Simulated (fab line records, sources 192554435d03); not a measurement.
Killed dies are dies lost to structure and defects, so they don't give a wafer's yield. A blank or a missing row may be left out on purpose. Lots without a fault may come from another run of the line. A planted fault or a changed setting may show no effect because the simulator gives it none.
Chamber matching | flow n5_finfet | N5_FIN_SAQP_HM_OPEN_33 on rie_diel-02: 4 sister chambers
The step chemistry CH3F/O2, target SiNx, target depth 49.4 nm, time 70.6 s. 4 wafers are shown with their chamber, then 7 later ones without.

WAFERS WITH THEIR CHAMBER
wafer  | chamber | drypump_motor_current_A (A)
L076.3 | 3       | 5.8
L089.6 | 0       | 5.7
L090.2 | 1       | 6.0
L090.4 | 2       | 5.3

WAFERS WITHOUT THEIR CHAMBER
wafer  | drypump_motor_current_A (A)
L090.5 | 5.8
L095.1 | 5.8
L095.3 | 6.0
L095.4 | 5.8
L096.3 | 5.4
L096.4 | 5.8
L096.6 | 5.8

WHICH CHAMBER EACH WENT THROUGH
wafer  | from the rows above | in truth
L090.5 | 3                   | 3
L095.1 | 3                   | 3
L095.3 | 1                   | 1
L095.4 | 3                   | 3
L096.3 | 2                   | 2
L096.4 | 3                   | 3
L096.6 | 3                   | 3
Placed correctly: 7 of 7. Can't be placed from these rows: 0. Placed wrongly: 0.
How it was worked out, from the rows above alone: a wafer's distance from a chamber is the root of the sum, over the readings, of the square of ((its reading less the chamber's mean) divided by the reading's scatter). The wafer belongs to the nearest chamber; if the next one is less than 2 further off, it can't be placed. A chamber's mean is the mean of its shown wafers. The scatter: with one shown wafer a chamber, the root of the mean of the squares of how far each hidden wafer lies from its nearest shown one.
